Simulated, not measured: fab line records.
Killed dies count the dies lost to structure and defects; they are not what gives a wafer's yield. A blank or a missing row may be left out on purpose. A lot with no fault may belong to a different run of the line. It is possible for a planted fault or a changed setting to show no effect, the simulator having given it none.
Which tool did it? | flow nandHarc | Sampling: 13 lots, 39 wafers, 5 of 1159 route steps

== WHAT THE GAUGES SHOWED, per wafer ==
NHARC_END_SORT_01. Usual: killedAtArray 25, standard deviation 9.8; killedAtOther 0.8, standard deviation 1.1; killedAtPeriphery 3.3, standard deviation 2.1; killedDies 29, standard deviation 10; killedOpen 3.3, standard deviation 1.8; killedShort 1.9, standard deviation 1.4.
lot  | measured     | on        | killedAtArray | killedAtOther | killedAtPeriphery | killedDies  | killedOpen | killedShort | flag
L109 | day 20 10:17 | prober-02 | 11 11 7       | 1 2 0         | 2 2 1             | 14 15 8     | 3 1 3      | 2 4 1       | 
L108 | day 20 03:16 | prober-02 | 19 20 19      | 1 0 0         | 2 1 2             | 22 21 21    | 1 2 2      | 3 1 1       | 
L111 | day 21 00:17 | prober-02 | 11 12 13      | 0 0 0         | 4 2 3             | 15 14 16    | 3 2 6      | 5 1 1       | 
L110 | day 20 16:31 | prober-02 | 23 19 26      | 0 0 0         | 4 2 4             | 27 21 30    | 3 4 7      | 3 1 3       | 
L115 | day 21 05:08 | prober-01 | 20 15 15      | 0 0 1         | 657 662 661       | 677 677 677 | 3 3 3      | 6 0 4       | OFF
L118 | day 21 22:04 | prober-02 | 22 17 19      | 0 1 1         | 655 659 657       | 677 677 677 | 5 3 3      | 5 2 3       | OFF
L121 | day 23 14:50 | prober-02 | 43 41 28      | 1 0 0         | 1 3 0             | 45 44 28    | 0 4 2      | 2 4 2       | 
L123 | day 24 19:32 | prober-01 | 19 28 26      | 2 1 0         | 0 3 4             | 21 32 30    | 2 1 5      | 3 3 4       | 
L127 | day 24 03:57 | prober-01 | 17 18 16      | 0 1 0         | 5 4 6             | 22 23 22    | 4 3 6      | 0 0 2       | 
L126 | day 24 14:02 | prober-02 | 43 42 34      | 1 0 0         | 2 3 0             | 46 45 34    | 5 5 0      | 0 1 0       | 
L129 | day 24 04:49 | prober-02 | 29 23 23      | 0 0 2         | 6 2 2             | 35 25 27    | 4 1 2      | 2 3 0       | 
L130 | day 25 05:35 | prober-02 | 22 31 33      | 0 0 0         | 0 3 1             | 22 34 34    | 1 5 2      | 1 2 2       | 
L131 | day 25 11:10 | prober-01 | 23 12 23      | 0 0 0         | 2 0 2             | 25 12 25    | 2 0 3      | 1 0 3       | 

== TOOL THAT RAN EACH LOT (tool first, then ch and the chambers of the sampled wafers, then the start) ==
lot  | NHARC_P_GATE_DEVELOP_45          | NHARC_THIN_TSV_DEP_43           | NHARC_THIN_TSV_DESCUM_35          | NHARC_THIN_TSV_ETCH_59
L109 | lithoTrack-07 ch 0, day 5 07:00  | pecvd-02 ch 0,1, day 19 04:39   | rieDiel-10 ch 0,1, day 19 11:17   | rieMetal-01 ch 0,1, day 19 11:29
L108 | lithoTrack-02 ch 0, day 5 07:00  | pecvd-02 ch 0,1,2, day 19 02:05 | rieDiel-10 ch 0,1,2, day 19 08:56 | rieMetal-01 ch 0,1, day 19 09:09
L111 | lithoTrack-07 ch 0, day 5 21:00  | pecvd-03 ch 0,1, day 19 21:59   | rieDiel-02 ch 0,3, day 20 05:08   | rieMetal-01 ch 0, day 20 05:16
L110 | lithoTrack-02 ch 0, day 5 22:00  | pecvd-03 ch 1,2, day 19 05:33   | rieDiel-02 ch 0,2, day 19 12:31   | rieMetal-03 ch 0,1, day 19 12:40
L115 | lithoTrack-07 ch 0, day 6 22:00  | -                               | -                                 | -
L118 | lithoTrack-07 ch 0, day 7 16:00  | -                               | -                                 | -
L121 | lithoTrack-02 ch 0, day 8 09:00  | pecvd-01 ch 0,1,2, day 22 20:56 | rieDiel-02 ch 0,2,3, day 23 03:38 | rieMetal-03 ch 0,1, day 23 03:50
L123 | lithoTrack-05 ch 0, day 9 04:00  | pecvd-01 ch 0,1,2, day 23 21:58 | rieDiel-08 ch 1,2, day 24 04:57   | rieMetal-03 ch 0,1, day 24 05:07
L127 | lithoTrack-05 ch 0, day 9 20:00  | pecvd-03 ch 0,1,2, day 23 02:07 | rieDiel-02 ch 1,2,3, day 23 09:05 | rieMetal-03 ch 0,1, day 23 09:13
L126 | lithoTrack-02 ch 0, day 9 21:00  | pecvd-01 ch 0,1, day 23 20:47   | rieDiel-02 ch 0,3, day 24 03:40   | rieMetal-02 ch 0,1, day 24 03:49
L129 | lithoTrack-07 ch 0, day 10 09:00 | pecvd-03 ch 0,2, day 23 12:01   | rieDiel-10 ch 0,2,3, day 23 20:10 | rieMetal-01 ch 0,1, day 23 20:19
L130 | lithoTrack-05 ch 0, day 10 19:00 | pecvd-01 ch 0,1, day 24 05:44   | rieDiel-02 ch 0,2,3, day 24 12:50 | rieMetal-01 ch 0,1, day 24 12:58
L131 | lithoTrack-02 ch 0, day 10 23:00 | pecvd-03 ch 0,2, day 24 04:32   | rieDiel-08 ch 0,1,3, day 24 11:31 | rieMetal-03 ch 0,1, day 24 11:38
- NHARC_P_GATE_DEVELOP_45: time 70 s.
- NHARC_THIN_TSV_DEP_43: deposits SiO2, target thk 1328.5 nm.
- NHARC_THIN_TSV_DESCUM_35: chemistry O2, time 3 s.
- NHARC_THIN_TSV_ETCH_59: etches the open film in Cl2/BCl3, target depth 880 nm, time 138.1 s.

== WHAT THE TOOLS THEMSELVES READ (means of the sampled wafers that have a number; where no wafer has one, the mark that the record gives instead) ==
NHARC_P_GATE_DEVELOP_45. Usual: chillPlateTempC 23.01 C, standard deviation 0.1.
lot  | tool          | chillPlateTempC (C) | flag
L109 | lithoTrack-07 | 22.97               | 
L108 | lithoTrack-02 | 23.06               | 
L111 | lithoTrack-07 | 23.15               | 
L110 | lithoTrack-02 | 22.99               | 
L115 | lithoTrack-07 | 23.09               | 
L118 | lithoTrack-07 | 23.05               | 
L121 | lithoTrack-02 | 23.00               | 
L123 | lithoTrack-05 | 22.99               | 
L127 | lithoTrack-05 | 22.85               | 
L126 | lithoTrack-02 | 22.91               | 
L129 | lithoTrack-07 | 23.07               | 
L130 | lithoTrack-05 | 22.99               | 
L131 | lithoTrack-02 | 23.03               | 

NHARC_THIN_TSV_DEP_43. Usual: throttleValvePct 16.0 %, standard deviation 0.43.
lot  | tool     | throttleValvePct (%) | flag
L109 | pecvd-02 | 16.1                 | 
L108 | pecvd-02 | 16.0                 | 
L111 | pecvd-03 | 15.7                 | 
L110 | pecvd-03 | 15.7                 | 
L121 | pecvd-01 | 16.3                 | 
L123 | pecvd-01 | 16.4                 | 
L127 | pecvd-03 | 15.6                 | 
L126 | pecvd-01 | 16.6                 | 
L129 | pecvd-03 | 15.7                 | 
L130 | pecvd-01 | 16.8                 | 
L131 | pecvd-03 | 15.8                 | 

NHARC_THIN_TSV_DESCUM_35. Usual: drypumpMotorCurrentA 5.5 A, standard deviation 0.41; oesProductAu 1.003 a.u., standard deviation 0.0086; rfVppV 57.6 V, standard deviation 0.86; showerheadPlenumPTorr 1.88 Torr, standard deviation 0.07; throttleValvePct 11.313 %, standard deviation 0.0092.
lot  | tool       | drypumpMotorCurrentA (A) | oesProductAu (a.u.) | rfVppV (V) | showerheadPlenumPTorr (Torr) | throttleValvePct (%) | flag
L109 | rieDiel-10 | 5.2                      | 1.009               | 57.8       | 1.95                         | 11.316               | 
L108 | rieDiel-10 | 5.7                      | 1.006               | 57.7       | 1.94                         | 11.311               | 
L111 | rieDiel-02 | 5.4                      | 1.006               | 57.2       | 1.84                         | 11.311               | 
L110 | rieDiel-02 | 5.2                      | 1.004               | 57.5       | 1.82                         | 11.319               | 
L121 | rieDiel-02 | 5.5                      | 1.007               | 57.4       | 1.82                         | 11.324               | 
L123 | rieDiel-08 | 5.5                      | 0.989               | 56.9       | 1.85                         | 11.317               | 
L127 | rieDiel-02 | 5.6                      | 1.008               | 56.9       | 1.83                         | 11.309               | 
L126 | rieDiel-02 | 5.4                      | 1.007               | 57.6       | 1.84                         | 11.315               | 
L129 | rieDiel-10 | 5.5                      | 1.000               | 58.1       | 1.96                         | 11.315               | 
L130 | rieDiel-02 | 5.5                      | 1.001               | 57.2       | 1.82                         | 11.319               | 
L131 | rieDiel-08 | 5.5                      | 1.002               | 57.6       | 1.89                         | 11.312               | 

NHARC_THIN_TSV_ETCH_59. Usual: drypumpMotorCurrentA 5.9 A, standard deviation 0.45; oesProductAu 1.003 a.u., standard deviation 0.0077; throttleValvePct 22.265 %, standard deviation 0.0092.
lot  | tool        | drypumpMotorCurrentA (A) | oesProductAu (a.u.) | throttleValvePct (%) | flag
L109 | rieMetal-01 | 5.8                      | 1.011               | 22.266               | 
L108 | rieMetal-01 | 5.8                      | 1.014               | 22.265               | 
L111 | rieMetal-01 | 5.7                      | 1.015               | 22.268               | 
L110 | rieMetal-03 | 6.3                      | 0.999               | 22.271               | 
L121 | rieMetal-03 | 6.5                      | 1.002               | 22.263               | 
L123 | rieMetal-03 | 6.3                      | 1.001               | 22.266               | 
L127 | rieMetal-03 | 6.5                      | 0.994               | 22.264               | 
L126 | rieMetal-02 | 5.4                      | 1.004               | 22.264               | 
L129 | rieMetal-01 | 5.8                      | 1.008               | 22.281               | 
L130 | rieMetal-01 | 5.8                      | 1.007               | 22.259               | 
L131 | rieMetal-03 | 6.5                      | 0.997               | 22.260               | 

== THE ANSWER, worked out from the rows above alone ==
Rule: a lot is off if the mean of its wafers that have a number lies more than 3 standard deviations from the usual mean. Also off: a lot with no number at a reading for which 4 or more lots have one. All remaining lots with rows at the step are treated as sound. First the gauges in route order, then the tools' own readings, where a lot's mean is used as printed above. The first step at which some lot is off is used, and at that step the reading that is off furthest; a lot without a number counts as furthest.
Off: L115, L118, at NHARC_END_SORT_01 (killedAtPeriphery).
If a tool, at a process step before that reading, ran all the lots that are off and no sound lot after the first of them, it fits. Those tools and the gauges at NHARC_END_SORT_01 are tried in the same way. Not one of the candidates tried fits.

== WHAT HAD BEEN PUT IN BY THE SIMULATOR ==
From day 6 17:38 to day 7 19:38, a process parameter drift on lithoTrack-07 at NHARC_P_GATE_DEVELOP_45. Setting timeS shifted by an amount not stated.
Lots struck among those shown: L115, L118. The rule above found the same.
